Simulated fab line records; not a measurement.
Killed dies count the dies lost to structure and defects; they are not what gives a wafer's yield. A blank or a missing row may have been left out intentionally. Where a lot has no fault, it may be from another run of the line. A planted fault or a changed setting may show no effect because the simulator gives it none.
What tool caused it? :: flow n5 finfet :: 26 wafers from 9 lots sampled at 3 of the route's 1938 steps

## WHAT THE GAUGES SHOWED, per wafer
N5_BEOL_M0_SAQP_CD_MEAS_29: target cd 14.4 nm.
lot: L852
measured: day 5 21:44
on: cd sem-01
cd nm (nm): 15.31 14.98

lot: L853
measured: day 6 01:17
on: cd sem-03
cd nm (nm): 14.38 15.07 15.42

lot: L855
measured: day 6 17:28
on: cd sem-03
cd nm (nm): 15.37 15.51 15.21

lot: L861
measured: day 8 04:24
on: cd sem-02
cd nm (nm): 15.28 15.40 14.85

lot: L864
measured: day 9 01:40
on: cd sem-02
cd nm (nm): 15.17 15.18 15.17

lot: L870
measured: day 10 07:21
on: cd sem-02
cd nm (nm): 15.04 15.01 15.21

lot: L871
measured: day 10 11:46
on: cd sem-01
cd nm (nm): 14.58 14.96 15.16

lot: L872
measured: day 10 15:43
on: cd sem-01
cd nm (nm): 15.41 14.82 15.12

lot: L873
measured: day 11 04:31
on: cd sem-03
cd nm (nm): 14.95 15.46 15.14

## WHICH TOOL RAN EACH LOT (tool, then ch and the chambers of the sampled wafers, then the start)
lot: L852
N5_BEOL_M0_SAQP_MANDREL_ETCH_103: rie si-05 ch 0,1, day 5 19:56
N5_BEOL_M0_SAQP_ETCH_106: rie diel-03 ch 0,2, day 5 20:41

lot: L853
N5_BEOL_M0_SAQP_MANDREL_ETCH_103: rie si-02 ch 0,2, day 5 23:41
N5_BEOL_M0_SAQP_ETCH_106: rie diel-02 ch 1,2, day 6 00:13

lot: L855
N5_BEOL_M0_SAQP_MANDREL_ETCH_103: rie si-02 ch 0,1,2, day 6 14:45
N5_BEOL_M0_SAQP_ETCH_106: rie diel-03 ch 1,2, day 6 15:22

lot: L861
N5_BEOL_M0_SAQP_MANDREL_ETCH_103: rie si-02 ch 0,3, day 8 02:41
N5_BEOL_M0_SAQP_ETCH_106: rie diel-03 ch 0,2,3, day 8 03:13

lot: L864
N5_BEOL_M0_SAQP_MANDREL_ETCH_103: rie si-01 ch 1,2,3, day 8 23:44
N5_BEOL_M0_SAQP_ETCH_106: rie diel-03 ch 0,1,3, day 9 00:15

lot: L870
N5_BEOL_M0_SAQP_MANDREL_ETCH_103: rie si-02 ch 0,1,2, day 10 05:44
N5_BEOL_M0_SAQP_ETCH_106: rie diel-05 ch 0,1,3, day 10 06:15

lot: L871
N5_BEOL_M0_SAQP_MANDREL_ETCH_103: rie si-01 ch 0,1,3, day 10 10:11
N5_BEOL_M0_SAQP_ETCH_106: rie diel-02 ch 0,1,3, day 10 10:43

lot: L872
N5_BEOL_M0_SAQP_MANDREL_ETCH_103: rie si-05 ch 2,3, day 10 13:49
N5_BEOL_M0_SAQP_ETCH_106: rie diel-03 ch 2,3, day 10 14:21

lot: L873
N5_BEOL_M0_SAQP_MANDREL_ETCH_103: rie si-02 ch 0,1,3, day 11 02:54
N5_BEOL_M0_SAQP_ETCH_106: rie diel-03 ch 1,2,3, day 11 03:26
- N5_BEOL_M0_SAQP_MANDREL_ETCH_103: etches a-Si in HBr/Cl2, stops on SiCN, target depth 45 nm, bt time 10 s, time 27 s.
- N5_BEOL_M0_SAQP_ETCH_106: etches SOC in N2/H2, stops on SiNx, target depth 150 nm.

## THE ANSWER, worked out from the rows above alone
Rule: the usual values come from the lots themselves. The widest of any qualifying gaps counts: lots, ordered by their means at a reading, are off when they make up no more than a third of the lots, leave a main group of 4 or more, and stand apart from it by 3 or more times the standard deviation of that group's means. A main group is skipped when, at the precision printed for the reading in the tables above, its means are all equal. Also off: a lot with no number at a reading for which 4 or more lots have one. Where the step has rows for the other lots, those lots are counted as sound.
None of the lots is off at any reading shown; this tells nothing.

## WHAT HAD BEEN PUT IN BY THE SIMULATOR
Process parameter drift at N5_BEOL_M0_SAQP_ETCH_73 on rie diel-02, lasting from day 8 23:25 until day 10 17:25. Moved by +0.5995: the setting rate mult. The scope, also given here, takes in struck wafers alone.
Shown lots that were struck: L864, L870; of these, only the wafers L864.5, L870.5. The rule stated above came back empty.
